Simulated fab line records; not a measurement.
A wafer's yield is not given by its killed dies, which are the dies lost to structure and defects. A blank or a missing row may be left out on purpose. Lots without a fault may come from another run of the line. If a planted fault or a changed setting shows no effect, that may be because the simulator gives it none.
The tool behind it: which one?	flow nandHarc	Sampling: 23 lots, 69 wafers, 6 of 1159 route steps

## WHAT THE GAUGES SHOWED, per wafer
No reading from a measuring or inspecting step in the record can be judged against a usual standard deviation.

## WHICH TOOL RAN EACH LOT (tool, then ch and the chambers of the sampled wafers, then the start)
lot	NHARC_A_CHANNEL_HOLE_D1_ETCH_16	NHARC_A_CHANNEL_HOLE_D1_ETCH_21	NHARC_A_CHANNEL_FILL_D1_ALD_03	NHARC_A_CHANNEL_FILL_D1_ALD_14	NHARC_A_CHANNEL_FILL_D1_STRIP_28	NHARC_A_CHANNEL_FILL_D1_ALD_25
L074	rieDiel-01 ch 2,3, day 8 17:50 or earlier	harEtch-02 ch 0,1, day 8 17:50	aldSinBatch-01 ch 0, day 9 09:17 or earlier	aldHk-02 ch 0,1,2, day 9 09:17	rieDiel-05 ch 0,1,2, day 10 05:52	aldHk-02 ch 1,2, day 10 21:07
L075	rieDiel-01 ch 0,1,2, day 8 18:16 or earlier	harEtch-01 ch 0,1, day 8 18:16	aldSinBatch-01 ch 0, day 9 09:28 or earlier	aldHk-02 ch 1,3, day 9 09:28	rieDiel-07 ch 0,1, day 10 06:04	aldHk-04 ch 2,3, day 10 17:26
L076	rieDiel-01 ch 1,3, day 8 22:02 or earlier	harEtch-02 ch 0,1, day 8 22:02	aldSinBatch-01 ch 0, day 9 09:14 or earlier	aldHk-01 ch 2,3, day 9 09:14	rieDiel-11 ch 1,2, day 10 05:52	aldHk-02 ch 0,2, day 10 17:26
L077	rieDiel-01 ch 1,2,3, day 9 05:58 or earlier	harEtch-01 ch 0,1, day 9 05:58	aldSinBatch-03 ch 0, day 9 18:33 or earlier	aldHk-01 ch 0,2, day 9 18:33	rieDiel-05 ch 0,3, day 10 11:40	aldHk-04 ch 0,1,3, day 10 23:21
L078	rieDiel-10 ch 2,3, day 9 06:49 or earlier	harEtch-02 ch 0,1, day 9 06:49	aldSinBatch-03 ch 0, day 9 18:33 or earlier	aldHk-02 ch 2,3, day 9 18:33	rieDiel-11 ch 1,2, day 10 11:40	aldHk-02 ch 1,2,3, day 11 02:01
L079	rieDiel-10 ch 0,2, day 9 10:16 or earlier	harEtch-01 ch 0,1, day 9 10:16	aldSinBatch-01 ch 0, day 9 22:53 or earlier	aldHk-02 ch 0,1,3, day 9 22:53	rieDiel-11 ch 0,2,3, day 10 16:09	aldHk-04 ch 1,2,3, day 11 03:42
L080	rieDiel-01 ch 0,1,2, day 9 10:58 or earlier	harEtch-02 ch 0,1, day 9 10:58	aldSinBatch-01 ch 0, day 9 23:11 or earlier	aldHk-02 ch 0,2,3, day 9 23:11	rieDiel-05 ch 0,1,3, day 10 16:10	aldHk-01 ch 1,2, day 11 05:28
L082	rieDiel-02 ch 0,2,3, day 9 21:50 or earlier	harEtch-01 ch 0,1, day 9 21:50	aldSinBatch-01 ch 0, day 10 10:23 or earlier	aldHk-02 ch 0,1, day 10 10:23	rieDiel-05 ch 0,2, day 11 03:20	aldHk-04 ch 1,2, day 11 15:02
L081	rieDiel-01 ch 0,1,3, day 9 22:02 or earlier	harEtch-02 ch 0,1, day 9 22:02	aldSinBatch-01 ch 0, day 10 10:26 or earlier	aldHk-04 ch 0,3, day 10 10:26	rieDiel-11 ch 1,2,3, day 11 03:23	aldHk-02 ch 0,3, day 11 18:02
L083	rieDiel-10 ch 0,1,2, day 10 20:26 or earlier	harEtch-01 ch 0,1, day 10 20:26	aldSinBatch-03 ch 0, day 11 08:58 or earlier	aldHk-02 ch 0,1,2, day 11 08:58	rieDiel-11 ch 0,1,3, day 12 02:05	aldHk-04 ch 0,2,3, day 12 13:40
L085	rieDiel-10 ch 1,2,3, day 10 23:22 or earlier	harEtch-02 ch 0,1, day 10 23:22	aldSinBatch-01 ch 0, day 11 14:26 or earlier	aldHk-04 ch 0,2,3, day 11 14:26	rieDiel-05 ch 1,2,3, day 12 07:44	aldHk-04 ch 0,1,3, day 12 20:06
L084	rieDiel-01 ch 0,1,2, day 11 00:46 or earlier	harEtch-01 ch 0,1, day 11 00:46	aldSinBatch-01 ch 0, day 11 14:44 or earlier	aldHk-04 ch 0,1,2, day 11 14:44	rieDiel-07 ch 1,2,3, day 12 07:44	aldHk-01 ch 0,1, day 12 20:27
L086	rieDiel-01 ch 1,2,3, day 11 12:08 or earlier	harEtch-02 ch 0,1, day 11 12:08	aldSinBatch-03 ch 0, day 12 00:37 or earlier	aldHk-01 ch 0,1,2, day 12 00:37	rieDiel-05 ch 0,1, day 12 17:55	aldHk-04 ch 0,2,3, day 13 05:39
L087	rieDiel-10 ch 1,2,3, day 11 12:55 or earlier	harEtch-01 ch 1, day 11 12:55	aldSinBatch-03 ch 0, day 12 00:37 or earlier	aldHk-04 ch 1,2, day 12 00:37	rieDiel-11 ch 1,2, day 12 17:55	aldHk-02 ch 0,1, day 13 05:38
L088	rieDiel-02 ch 0,1,3, day 11 16:19 or earlier	harEtch-02 ch 0,1, day 11 16:19	aldSinBatch-01 ch 0, day 12 04:48 or earlier	aldHk-02 ch 0,1,2, day 12 04:48	rieDiel-11 ch 0,3, day 12 21:44	aldHk-04 ch 0,1, day 13 11:35
L089	rieDiel-02 ch 1,3, day 12 06:41 or earlier	harEtch-01 ch 0,1, day 12 06:41	aldSinBatch-01 ch 0, day 12 20:05 or earlier	aldHk-01 ch 0,2,3, day 12 20:05	rieDiel-11 ch 0,2,3, day 13 12:56	aldHk-02 ch 1,3, day 14 02:11
L090	rieDiel-02 ch 0,3, day 12 07:13 or earlier	harEtch-02 ch 0,1, day 12 07:13	aldSinBatch-01 ch 0, day 12 19:55 or earlier	aldHk-04 ch 0,1, day 12 19:55	rieDiel-05 ch 0,1,3, day 13 13:00	aldHk-01 ch 0,3, day 14 01:34
L092	rieDiel-01 ch 0,1,2, day 12 18:11 or earlier	harEtch-01 ch 0,1, day 12 18:11	aldSinBatch-03 ch 0, day 13 09:22 or earlier	aldHk-02 ch 0,2, day 13 09:22	rieDiel-07 ch 2,3, day 14 02:24	aldHk-02 ch 1,2, day 14 14:10
L093	rieDiel-10 ch 1,2,3, day 13 04:08 or earlier	harEtch-02 ch 1, day 13 04:08	aldSinBatch-03 ch 0, day 13 17:35 or earlier	aldHk-02 ch 1,2,3, day 13 17:35	rieDiel-05 ch 0,2, day 14 10:41	aldHk-04 ch 2,3, day 14 22:23
L094	rieDiel-01 ch 1,3, day 13 04:49 or earlier	harEtch-01 ch 0,1, day 13 04:49	aldSinBatch-03 ch 0, day 13 17:35 or earlier	aldHk-01 ch 0,1,3, day 13 17:35	rieDiel-11 ch 1,2,3, day 14 10:41	aldHk-02 ch 1,2,3, day 14 22:23
L096	rieDiel-01 ch 0,2,3, day 13 19:48 or earlier	harEtch-02 ch 0,1, day 13 19:48	aldSinBatch-02 ch 0, day 14 08:15 or earlier	aldHk-04 ch 0,1,2, day 14 08:15	rieDiel-11 ch 0,1, day 15 01:20	aldHk-02 ch 0,1,3, day 15 14:56
L095	rieDiel-10 ch 0,1,2, day 13 23:49 or earlier	harEtch-02 ch 0,1, day 13 23:49	aldSinBatch-01 ch 0, day 14 12:26 or earlier	aldHk-02 ch 0,2,3, day 14 12:26	rieDiel-07 ch 1,2,3, day 15 06:11	aldHk-01 ch 0,2,3, day 15 18:29
L097	rieDiel-10 ch 0,1,3, day 14 09:12 or earlier	harEtch-02 ch 0,1, day 14 09:12	aldSinBatch-02 ch 0, day 14 21:46 or earlier	aldHk-04 ch 0,1,2, day 14 21:46	rieDiel-11 ch 0,3, day 15 15:07	aldHk-01 ch 0,3, day 16 03:01
- NHARC_A_CHANNEL_HOLE_D1_ETCH_16: etches the open film in O2/COS, target depth 3100 nm, time 806 s.
- NHARC_A_CHANNEL_HOLE_D1_ETCH_21: etches the open film in C4F8/O2/Ar, time 514.3 s, target depth 1600 nm.
- NHARC_A_CHANNEL_FILL_D1_ALD_03: deposits SiNx, target thk 6 nm, pulse time 60 s, ald cycles 58.
- NHARC_A_CHANNEL_FILL_D1_ALD_14: deposits SiO2, target thk 2.5 nm, pulse time 10 s, ald cycles 25.
- NHARC_A_CHANNEL_FILL_D1_STRIP_28: strips in O2, time 20 s.
- NHARC_A_CHANNEL_FILL_D1_ALD_25: deposits SiOx, target thk 60 nm, pulse time 10 s, ald cycles 600.

## AS READ BY THE TOOLS THEMSELVES (means over the sampled wafers that have a number; for cases with no such wafer, the mark the record gives instead)
NHARC_A_CHANNEL_HOLE_D1_ETCH_16. Usual: drypumpMotorCurrentA 6.0 A, standard deviation 0.4; o2FlowSccm 400.1 sccm, standard deviation 1.1; oesProductAu 1.004 a.u., standard deviation 0.0095; rfVppV 314.1 V, standard deviation 1.6; showerheadPlenumPTorr 3.12 Torr, standard deviation 0.098; throttleValvePct 28.330 %, standard deviation 0.0094.
lot	tool	drypumpMotorCurrentA (A)	o2FlowSccm (sccm)	oesProductAu (a.u.)	rfVppV (V)	showerheadPlenumPTorr (Torr)	throttleValvePct (%)	flag
L074	rieDiel-01	6.0	400.0	0.999	313.1	3.06	28.314	
L075	rieDiel-01	6.4	400.2	1.001	313.2	3.10	28.332	
L076	rieDiel-01	6.1	400.1	0.997	313.9	3.08	28.328	
L077	rieDiel-01	6.1	401.1	0.995	312.9	3.06	28.323	
L078	rieDiel-10	5.9	400.9	1.012	314.7	3.12	28.325	
L079	rieDiel-10	5.9	401.6	1.014	313.9	3.08	28.330	
L080	rieDiel-01	6.4	400.0	0.998	313.6	3.10	28.335	
L082	rieDiel-02	5.8	400.5	1.008	313.3	3.09	28.327	
L081	rieDiel-01	6.3	400.6	1.002	314.0	3.12	28.329	
L083	rieDiel-10	5.8	399.7	1.001	315.2	3.17	28.328	
L085	rieDiel-10	5.7	399.9	1.015	314.6	3.16	28.331	
L084	rieDiel-01	6.4	400.7	1.007	314.4	3.10	28.323	
L086	rieDiel-01	6.1	399.4	1.004	312.5	3.06	28.331	
L087	rieDiel-10	5.7	400.2	1.006	314.9	3.16	28.326	
L088	rieDiel-02	5.5	400.8	0.996	315.5	3.16	28.333	
L089	rieDiel-02	5.3	400.2	0.996	315.8	3.26	28.327	
L090	rieDiel-02	5.7	399.8	0.996	312.7	3.07	28.343	
L092	rieDiel-01	6.4	399.8	1.010	313.8	3.10	28.336	
L093	rieDiel-10	5.7	398.8	1.014	314.7	3.16	28.336	
L094	rieDiel-01	6.1	400.4	1.000	313.6	3.08	28.334	
L096	rieDiel-01	6.3	400.0	1.000	313.7	3.10	28.319	
L095	rieDiel-10	5.8	399.4	1.007	315.4	3.17	28.332	
L097	rieDiel-10	5.8	400.2	1.001	314.8	3.22	28.325	

NHARC_A_CHANNEL_HOLE_D1_ETCH_21. Usual: drypumpMotorCurrentA 5.7 A, standard deviation 0.41; o2FlowSccm 35.70 sccm, standard deviation 0.1; showerheadPlenumPTorr 3.75 Torr, standard deviation 0.088; throttleValvePct 32.155 %, standard deviation 0.0089.
lot	tool	drypumpMotorCurrentA (A)	o2FlowSccm (sccm)	showerheadPlenumPTorr (Torr)	throttleValvePct (%)	flag
L074	harEtch-02	6.0	35.62	3.80	32.151	
L075	harEtch-01	5.2	35.71	3.70	32.143	
L076	harEtch-02	6.1	35.70	3.83	32.156	
L077	harEtch-01	5.4	35.69	3.66	32.149	
L078	harEtch-02	6.1	35.73	3.83	32.161	
L079	harEtch-01	5.2	35.71	3.70	32.156	
L080	harEtch-02	6.0	35.66	3.80	32.161	
L082	harEtch-01	5.2	35.59	3.69	32.164	
L081	harEtch-02	6.0	35.68	3.83	32.160	
L083	harEtch-01	5.2	35.64	3.69	32.160	
L085	harEtch-02	6.0	35.62	3.79	32.151	
L084	harEtch-01	5.4	35.78	3.65	32.156	
L086	harEtch-02	6.1	35.79	3.82	32.149	
L087	harEtch-01	5.0	35.80	3.72	32.148	
L088	harEtch-02	6.0	35.76	3.82	32.155	
L089	harEtch-01	5.2	35.68	3.68	32.154	
L090	harEtch-02	6.0	35.74	3.81	32.155	
L092	harEtch-01	5.2	35.80	3.68	32.162	
L093	harEtch-02	6.1	35.64	3.84	32.148	
L094	harEtch-01	5.2	35.88	3.67	32.153	
L096	harEtch-02	6.0	35.61	3.80	32.150	
L095	harEtch-02	6.0	35.72	3.77	32.144	
L097	harEtch-02	6.0	35.71	3.80	32.151	

NHARC_A_CHANNEL_FILL_D1_ALD_03. Usual: chamberPressureTorr 2.000 Torr, standard deviation 0.0053; precursorPulseHeightRel 0.998, standard deviation 0.021.
lot	tool	chamberPressureTorr (Torr)	precursorPulseHeightRel	flag
L074	aldSinBatch-01	2.001	1.006	
L075	aldSinBatch-01	2.004	1.000	
L076	aldSinBatch-01	1.996	1.012	
L077	aldSinBatch-03	2.002	1.014	
L078	aldSinBatch-03	1.994	0.996	
L079	aldSinBatch-01	2.002	1.006	
L080	aldSinBatch-01	2.000	0.996	
L082	aldSinBatch-01	2.003	0.981	
L081	aldSinBatch-01	1.997	1.005	
L083	aldSinBatch-03	1.995	1.001	
L085	aldSinBatch-01	2.000	1.006	
L084	aldSinBatch-01	1.996	1.012	
L086	aldSinBatch-03	1.995	1.010	
L087	aldSinBatch-03	2.001	1.004	
L088	aldSinBatch-01	2.003	0.976	
L089	aldSinBatch-01	1.994	0.996	
L090	aldSinBatch-01	2.006	0.993	
L092	aldSinBatch-03	2.000	1.017	
L093	aldSinBatch-03	1.994	0.974	
L094	aldSinBatch-03	1.998	1.022	
L096	aldSinBatch-02	2.006	0.991	
L095	aldSinBatch-01	2.004	1.010	
L097	aldSinBatch-02	2.009	0.989	

NHARC_A_CHANNEL_FILL_D1_ALD_14. Usual: heaterPowerW 484 W, standard deviation 57; precursorPulseHeightRel 1.003, standard deviation 0.019.
lot	tool	heaterPowerW (W)	precursorPulseHeightRel	flag
L074	aldHk-02	448	1.009	
L075	aldHk-02	439	0.996	
L076	aldHk-01	481	0.999	
L077	aldHk-01	474	0.991	
L078	aldHk-02	436	0.997	
L079	aldHk-02	460	1.008	
L080	aldHk-02	468	1.022	
L082	aldHk-02	424	0.974	
L081	aldHk-04	566	1.000	
L083	aldHk-02	441	0.988	
L085	aldHk-04	557	1.004	
L084	aldHk-04	508	1.015	
L086	aldHk-01	488	1.013	
L087	aldHk-04	520	0.992	
L088	aldHk-02	440	0.999	
L089	aldHk-01	458	1.000	
L090	aldHk-04	493	0.994	
L092	aldHk-02	472	1.009	
L093	aldHk-02	431	0.988	
L094	aldHk-01	505	1.017	
L096	aldHk-04	505	1.009	
L095	aldHk-02	475	0.993	
L097	aldHk-04	512	0.999	

NHARC_A_CHANNEL_FILL_D1_STRIP_28. Usual: drypumpMotorCurrentA 5.5 A, standard deviation 0.32; o2FlowSccm 500.0 sccm, standard deviation 1.6; oesProductAu 0.996 a.u., standard deviation 0.009; rfVppV 57.8 V, standard deviation 0.94; showerheadPlenumPTorr 3.57 Torr, standard deviation 0.14; throttleValvePct 17.037 %, standard deviation 0.0087.
lot	tool	drypumpMotorCurrentA (A)	o2FlowSccm (sccm)	oesProductAu (a.u.)	rfVppV (V)	showerheadPlenumPTorr (Torr)	throttleValvePct (%)	flag
L074	rieDiel-05	5.6	499.3	0.990	57.8	3.54	17.039	
L075	rieDiel-07	5.4	500.9	1.004	58.5	3.70	17.030	
L076	rieDiel-11	5.6	499.9	0.982	57.8	3.61	17.034	
L077	rieDiel-05	5.7	499.4	1.008	57.4	3.60	17.030	
L078	rieDiel-11	5.5	498.5	0.992	56.9	3.47	17.042	
L079	rieDiel-11	5.3	500.3	0.998	57.5	3.48	17.032	
L080	rieDiel-05	5.9	500.4	0.995	57.0	3.53	17.036	
L082	rieDiel-05	5.5	499.6	0.991	58.5	3.62	17.029	
L081	rieDiel-11	5.4	501.7	0.995	57.4	3.51	17.025	
L083	rieDiel-11	5.3	499.6	0.998	57.6	3.63	17.040	
L085	rieDiel-05	5.8	500.9	1.005	57.1	3.54	17.046	
L084	rieDiel-07	5.5	499.8	0.991	58.9	3.70	17.032	
L086	rieDiel-05	5.9	499.7	0.995	57.2	3.46	17.038	
L087	rieDiel-11	5.5	501.0	0.997	58.2	3.47	17.032	
L088	rieDiel-11	5.2	501.8	1.004	58.1	3.61	17.038	
L089	rieDiel-11	5.2	500.2	0.996	57.3	3.48	17.029	
L090	rieDiel-05	5.9	497.3	1.001	57.8	3.53	17.035	
L092	rieDiel-07	5.5	499.0	0.989	58.4	3.65	17.040	
L093	rieDiel-05	5.4	500.9	0.991	58.0	3.62	17.028	
L094	rieDiel-11	5.4	500.0	0.999	57.2	3.50	17.032	
L096	rieDiel-11	5.4	500.4	1.002	58.5	3.71	17.038	
L095	rieDiel-07	5.5	500.1	0.988	59.1	3.69	17.036	
L097	rieDiel-11	5.2	498.9	1.001	57.9	3.60	17.034	

NHARC_A_CHANNEL_FILL_D1_ALD_25. Usual: heaterPowerW 490 W, standard deviation 63; precursorPulseHeightRel 1.000, standard deviation 0.02.
lot	tool	heaterPowerW (W)	precursorPulseHeightRel	flag
L074	aldHk-02	423	1.012	
L075	aldHk-04	599	1.001	
L076	aldHk-02	477	1.009	
L077	aldHk-04	532	1.000	
L078	aldHk-02	429	1.002	
L079	aldHk-04	551	0.999	
L080	aldHk-01	507	0.993	
L082	aldHk-04	530	1.014	
L081	aldHk-02	470	0.999	
L083	aldHk-04	546	0.989	
L085	aldHk-04	528	1.002	
L084	aldHk-01	507	0.982	
L086	aldHk-04	562	1.010	
L087	aldHk-02	458	1.006	
L088	aldHk-04	487	1.004	
L089	aldHk-02	414	1.001	
L090	aldHk-01	480	0.992	
L092	aldHk-02	422	1.014	
L093	aldHk-04	595	0.980	
L094	aldHk-02	435	0.997	
L096	aldHk-02	446	0.986	
L095	aldHk-01	468	1.013	
L097	aldHk-01	474	0.985	

## THE ANSWER, worked out from the rows above alone
Rule: lot off if the mean of its wafers having a number is beyond 3 standard deviations from the usual mean. Also off: a lot with no number at a reading for which 4 or more lots have one. Where the step has rows for the other lots, those lots are counted as sound. Order of review: gauges by route order, followed by the tools' own readings, for which a lot's mean as printed above is used. At the first step where some lot is off, the reading lying furthest off is the one used; lots without a number count as furthest.
Nothing can be told from this: no lot is off at any reading shown.

## WHAT THE SIMULATOR HAD INSERTED
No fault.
